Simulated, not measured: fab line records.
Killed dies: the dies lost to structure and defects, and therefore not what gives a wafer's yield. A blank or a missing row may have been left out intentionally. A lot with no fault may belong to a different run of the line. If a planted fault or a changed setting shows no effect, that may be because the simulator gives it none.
Split-lot study    flow n5-finfet    on a route of 1938 steps: 7 lots, 21 wafers read

ON THE SPLIT
At N5_BEOL_M7_COAT_05 (resist thk 90 nm), the setting spin-rpm was moved away from the recipe's 1500 rpm on 7 of the 21 wafers read, by -7.2% to +8.0%. This setting was run at the recipe's value on the other wafers.

Reading taken at the split's own step.

THE READING
CAR-ArF_of_BEOL_M7_COAT_05.thk-nm (the simulator's own value, which no gauge read), in nm, at N5_BEOL_M7_COAT_05 (resist thk 90 nm). The file gives no usual value for it. Average 90.0 nm, standard deviation 0.15 nm, over the 14 wafers here run with the recipe.

wafer   tool, chamber at the split  spin-rpm as run, rpm  against the recipe  CAR-ArF_of_BEOL_M7_COAT_05.thk-nm, nm  against lot-mates on the recipe
L074.3  litho-track-04, 0           1500                  recipe              90                                     -
L074.5  litho-track-04, 0           1620                  +8.0%               86.6                                   -3.4
L074.6  litho-track-04, 0           1620                  +8.0%               86.6                                   -3.4
L076.1  litho-track-04, 0           1419                  -5.4%               92.6                                   +2.5
L076.2  litho-track-04, 0           1500                  recipe              90                                     -
L076.5  litho-track-04, 0           1500                  recipe              90.2                                   -
L081.1  litho-track-01, 0           1500                  recipe              90.2                                   -
L081.2  litho-track-01, 0           1428                  -4.8%               92                                     +1.8
L081.6  litho-track-01, 0           1428                  -4.8%               92.2                                   +2.0
L083.1  litho-track-01, 0           1500                  recipe              89.8                                   -
L083.3  litho-track-01, 0           1500                  recipe              89.8                                   -
L083.4  litho-track-01, 0           1500                  recipe              89.8                                   -
L086.2  litho-track-01, 0           1500                  recipe              89.8                                   -
L086.5  litho-track-01, 0           1500                  recipe              90                                     -
L086.6  litho-track-01, 0           1439                  -4.1%               91.8                                   +1.9
L087.3  litho-track-04, 0           1500                  recipe              90.2                                   -
L087.4  litho-track-04, 0           1392                  -7.2%               93.4                                   +3.4
L087.5  litho-track-04, 0           1500                  recipe              89.8                                   -
L092.1  litho-track-01, 0           1500                  recipe              89.8                                   -
L092.5  litho-track-01, 0           1500                  recipe              90                                     -
L092.6  litho-track-01, 0           1500                  recipe              90                                     -

THE FIT
A straight line over all 21 wafers: CAR-ArF_of_BEOL_M7_COAT_05.thk-nm changes by -0.443 nm for each +1% of spin-rpm; r = -1.00; the points scatter about the line by 0.16 nm.
The same after taking each lot's own level away (the mean of its wafers on the recipe; 21 wafers): -0.435 nm for each +1%; r = -1.00; scatter 0.14 nm.
That fit puts the effect of the largest move of spin-rpm on the reading at 3.5 nm.
Measured against the standard deviation above, the lots' own levels, which go from 89.80 to 90.20 nm, span 2.6 times it.
Consequently the slope shifts little with the lot-to-lot level, the two slopes agreeing.
Check: with one of the wafers moved furthest among these (+8.0%) left out of the fit, the line predicts -3.5 nm for it against its lot-mates. It came out at -3.4 nm against them.

OTHER SPLITS APPLIED TO THESE WAFERS
Note: prior to the reading, these wafers also went through further splits. Each is held against what the fit with the lots' levels taken away leaves over:
other split on the same wafers  wafers away from the commonest value  r with CAR-ArF_of_BEOL_M7_COAT_05.thk-nm (lot level and that fit taken away)
N5_BEOL_M3_COAT_22 spin-rpm     7                                     -0.41
N5_BEOL_M4_COAT_22 spin-rpm     5                                     +0.22
N5_BEOL_M4_EXPOSE_25 dose-mj    7                                     -0.57
N5_BEOL_M5_COAT_71 spin-rpm     7                                     -0.44
N5_BEOL_M6_COAT_64 spin-rpm     5                                     -0.08
N5_BEOL_M6_COAT_22 spin-rpm     4                                     -0.12

THE FILE'S OWN FIT
CAR-ArF_of_BEOL_M7_COAT_05.thk-nm changes by -0.444 nm for each +1% of spin-rpm, r = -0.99.
